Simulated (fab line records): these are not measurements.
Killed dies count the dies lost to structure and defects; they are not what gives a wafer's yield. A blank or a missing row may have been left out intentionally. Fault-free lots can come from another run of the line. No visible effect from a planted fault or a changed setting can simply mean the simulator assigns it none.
Shared-tool check | flow nand-harc | 12 lots, 36 wafers sampled

WHY IT WAS OPENED
Flagged at NHARC_A_ONON_D1_THK_MEAS_34: reading thk-nm, on 2 of 12 lots. Wafers without a fault read 199.8 nm, standard deviation 2.8.
Rule: a lot is flagged when every wafer of it that has a number lies more than 4 standard deviations from that mean, or none has a number. The other lots count as sound.

lot  | measured     | on            | thk-nm (nm), wafer by wafer | flag
L399 | day 8 17:29  | film-metro-01 | 196.3 197.9 197.2           |
L400 | day 8 17:42  | film-metro-01 | 195.9 199.9 196.9           |
L401 | day 9 10:20  | film-metro-02 | 196.8 197.8 198.4           |
L403 | day 10 14:46 | film-metro-02 | 198.9 202.4 202.7           |
L405 | day 11 12:46 | film-metro-01 | 198.6 203.2 200.8           |
L406 | day 11 12:52 | film-metro-02 | 199.7 199.7 200.9           |
L408 | day 12 18:27 | film-metro-01 | 214.5 213.9 217.3           | FLAGGED
L410 | day 13 02:43 | film-metro-01 | 217.0 217.2 220.2           | FLAGGED
L416 | day 15 22:04 | film-metro-01 | 204.8 207.0 202.1           |
L418 | day 16 15:56 | film-metro-01 | 198.9 205.7 201.5           |
L419 | day 17 04:33 | film-metro-01 | 196.6 198.2 201.7           |
L420 | day 17 11:53 | film-metro-02 | 195.7 194.9 199.7           |
The numbers of the flagged lots are 216.7 nm on average: +16.9 nm against the usual, or +6 standard deviations.

TOOL THAT RAN EACH LOT
Before the reading, the record contains 2 process steps out of a 1302-step route. Each cell gives the tool, then ch followed by the chambers the sampled wafers passed through, then the start.
lot  | flag    | NHARC_A_ZERO_WELL_ETCH_19          | NHARC_A_ONON_D1_DEP_33
L399 |         | rie-diel-12 ch 0,1,3, day 7 05:58  | pecvd-02 ch 0,1,2, day 8 17:04
L400 |         | rie-diel-12 ch 2,3, day 7 09:46    | pecvd-01 ch 0,2, day 8 17:17
L401 |         | rie-diel-04 ch 1,3, day 8 00:23    | pecvd-02 ch 0,1, day 9 09:55
L403 |         | rie-diel-01 ch 0,2, day 9 03:56    | pecvd-01 ch 0,1,2, day 10 14:23
L405 |         | rie-diel-01 ch 0,2,3, day 10 00:31 | pecvd-01 ch 0,2, day 11 12:26
L406 |         | rie-diel-12 ch 0,1, day 10 01:39   | pecvd-02 ch 0,1,2, day 11 12:27
L408 | FLAGGED | rie-diel-12 ch 1,2, day 11 03:16   | pecvd-02 ch 0,2, day 12 18:05
L410 | FLAGGED | rie-diel-12 ch 0,1,2, day 11 15:43 | pecvd-02 ch 0,2, day 13 02:21
L416 |         | rie-diel-04 ch 1,2, day 14 11:11   | pecvd-02 ch 0,1,2, day 15 21:43
L418 |         | rie-diel-12 ch 1,2,3, day 15 02:17 | pecvd-02 ch 1,2, day 16 15:34
L419 |         | rie-diel-12 ch 1,3, day 15 11:50   | pecvd-01 ch 0,1,2, day 17 04:08
L420 |         | rie-diel-01 ch 0,3, day 15 21:22   | pecvd-03 ch 0,1, day 17 11:28
What these steps do:
- NHARC_A_ZERO_WELL_ETCH_19: etches the open film in N2/H2, target depth 80 nm, overetch 24 nm, time 87.88 s.
- NHARC_A_ONON_D1_DEP_33: deposits SiO2, target thk 200 nm.
- NHARC_A_ONON_D1_THK_MEAS_34: measures by ellipsometry.

FLAGGED AGAINST TOTAL, ONE TOOL AT A TIME (gauges that did the reading follow at the end)
step                        | tool          | lots run | flagged | share of the flagged lots | sound lots run after its first flagged lot
NHARC_A_ZERO_WELL_ETCH_19   | rie-diel-01   | 3        | 0       | none                      | -
NHARC_A_ZERO_WELL_ETCH_19   | rie-diel-04   | 2        | 0       | none                      | -
NHARC_A_ZERO_WELL_ETCH_19   | rie-diel-12   | 7        | 2       | all                       | 2 (L418,L419)
NHARC_A_ONON_D1_DEP_33      | pecvd-01      | 4        | 0       | none                      | -
NHARC_A_ONON_D1_DEP_33      | pecvd-02      | 7        | 2       | all                       | 2 (L416,L418)
NHARC_A_ONON_D1_DEP_33      | pecvd-03      | 1        | 0       | none                      | -
NHARC_A_ONON_D1_THK_MEAS_34 | film-metro-01 | 8        | 2       | all                       | 3 (L416,L418,L419)
NHARC_A_ONON_D1_THK_MEAS_34 | film-metro-02 | 4        | 0       | none                      | -

WHAT THE TABLE PERMITS
Every flagged lot was run by 3 rows of the table: rie-diel-12 at NHARC_A_ZERO_WELL_ETCH_19, pecvd-02 at NHARC_A_ONON_D1_DEP_33 and film-metro-01 at NHARC_A_ONON_D1_THK_MEAS_34.
- rie-diel-12 at NHARC_A_ZERO_WELL_ETCH_19 ran 7 lots, 2 of them flagged. After the first flagged lot (L418, L419), sound lots still ran on it; a lasting fault on the whole tool would not permit that.
- pecvd-02 at NHARC_A_ONON_D1_DEP_33 ran 7 lots, 2 of them flagged. After the first flagged lot (L416, L418), sound lots still ran on it; a lasting fault on the whole tool would not permit that. Its own readings lie more than 4 standard deviations out on every wafer of the flagged lots: mfc-precursor-sccm.
- film-metro-01 at NHARC_A_ONON_D1_THK_MEAS_34 ran 8 lots, 2 of them flagged. After the first flagged lot (L416, L418, L419), sound lots still ran on it; a lasting fault on the whole tool would not permit that.
There is no row in the table that ran each flagged lot and no sound lot after the first.

WHAT THE SIMULATOR HAD INSERTED
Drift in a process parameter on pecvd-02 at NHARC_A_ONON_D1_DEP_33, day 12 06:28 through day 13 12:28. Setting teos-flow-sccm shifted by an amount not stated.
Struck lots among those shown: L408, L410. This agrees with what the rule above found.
